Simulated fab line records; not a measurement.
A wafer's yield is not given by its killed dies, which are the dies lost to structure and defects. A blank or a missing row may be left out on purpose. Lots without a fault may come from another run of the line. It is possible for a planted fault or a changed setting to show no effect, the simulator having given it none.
Split-lot study -- flow n5 finfet -- on a route of 1938 steps: 7 lots, 21 wafers read

## THE SPLIT
At N5_BEOL_M5_VIA_ETCH_34 (etches SiCOH lowk in C4F6/O2, target depth 88.3 nm, time 39.2 s), the setting bias w was moved away from the recipe's 185 W on 4 of the 21 wafers read, by -17.7% to +15.8%. For the rest of the wafers, this setting stayed at what the recipe calls for.

The split's own step is where the reading is taken.

## THE READING
rf vpp V, in V, at N5_BEOL_M5_VIA_ETCH_34 (etches SiCOH lowk in C4F6/O2, target depth 88.3 nm, time 39.2 s). A value of 667 V with a standard deviation of 7.7 V is what fault-free wafers of this fab line usually give.

wafer,"tool, chamber at the split","bias w as run, W",against the recipe,"rf vpp V, V",against lot-mates on the recipe
L074.1,"rie diel-02, 0",152.2,-17.7%,579,-97
L074.5,"rie diel-02, 2",152.2,-17.7%,569,-107
L074.6,"rie diel-02, 3",185,recipe,676,-
L075.2,"rie diel-04, 1",185,recipe,659,-
L075.5,"rie diel-04, 1",185,recipe,659,-
L075.6,"rie diel-04, 2",169.2,-8.5%,612,-47
L076.3,"rie diel-03, 3",185,recipe,663,-
L076.4,"rie diel-03, 1",185,recipe,662,-
L076.5,"rie diel-03, 1",185,recipe,664,-
L083.1,"rie diel-04, 0",185,recipe,673,-
L083.4,"rie diel-04, 2",185,recipe,657,-
L083.5,"rie diel-04, 0",185,recipe,674,-
L091.3,"rie diel-04, 2",185,recipe,658,-
L091.4,"rie diel-04, 0",185,recipe,675,-
L091.5,"rie diel-04, 1",214.3,+15.8%,740,+74
L094.1,"rie diel-02, 1",185,recipe,660,-
L094.2,"rie diel-02, 0",185,recipe,677,-
L094.3,"rie diel-02, 2",185,recipe,663,-
L093.2,"rie diel-04, 1",185,recipe,659,-
L093.3,"rie diel-04, 2",185,recipe,658,-
L093.4,"rie diel-04, 0",185,recipe,675,-

THE FIT
A straight line over all 21 wafers: rf vpp V changes by +5.1 V for each +1% of bias w; r = +0.98; the points scatter about the line by 7.6 V.
The same after taking each lot's own level away (the mean of its wafers on the recipe; 21 wafers): +5.41 V for each +1%; r = +0.98; scatter 7 V.
Per that fit: largest bias w move, reading shift of 96 V.
From 659.0 to 676.0 V: that is the span of the lots' own levels, equal to 2.2 times the standard deviation above.
Consequently the slope shifts little with the lot-to-lot level, the two slopes agreeing.
Check: for one of the wafers moved furthest among these (-17.7%), held out of the fit, the line's prediction against its lot-mates is -97.1 V. Against them it came out at -97 V.
Tool readings at the split's step, against how far the setting was moved: rf vpp V r = +0.98.

## ADDITIONAL SPLITS CARRIED BY THESE WAFERS
Before the reading, these wafers also passed through other splits. Each is held against what the fit with the lots' levels taken away leaves over:
other split on the same wafers,wafers away from the commonest value,r with rf vpp V (lot level and that fit taken away)
N5_BEOL_M2_COAT_68 spin rpm,7,-0.10
N5_BEOL_M4_ETCH_64 bias w,7,-0.27
N5_BEOL_M4_COAT_22 spin rpm,6,-0.16
N5_BEOL_M4_DEP_57 time s,4,+0.29

## FILE'S OWN FIT
rf vpp V changes by +5.3 V for each +1% of bias w, r = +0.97.
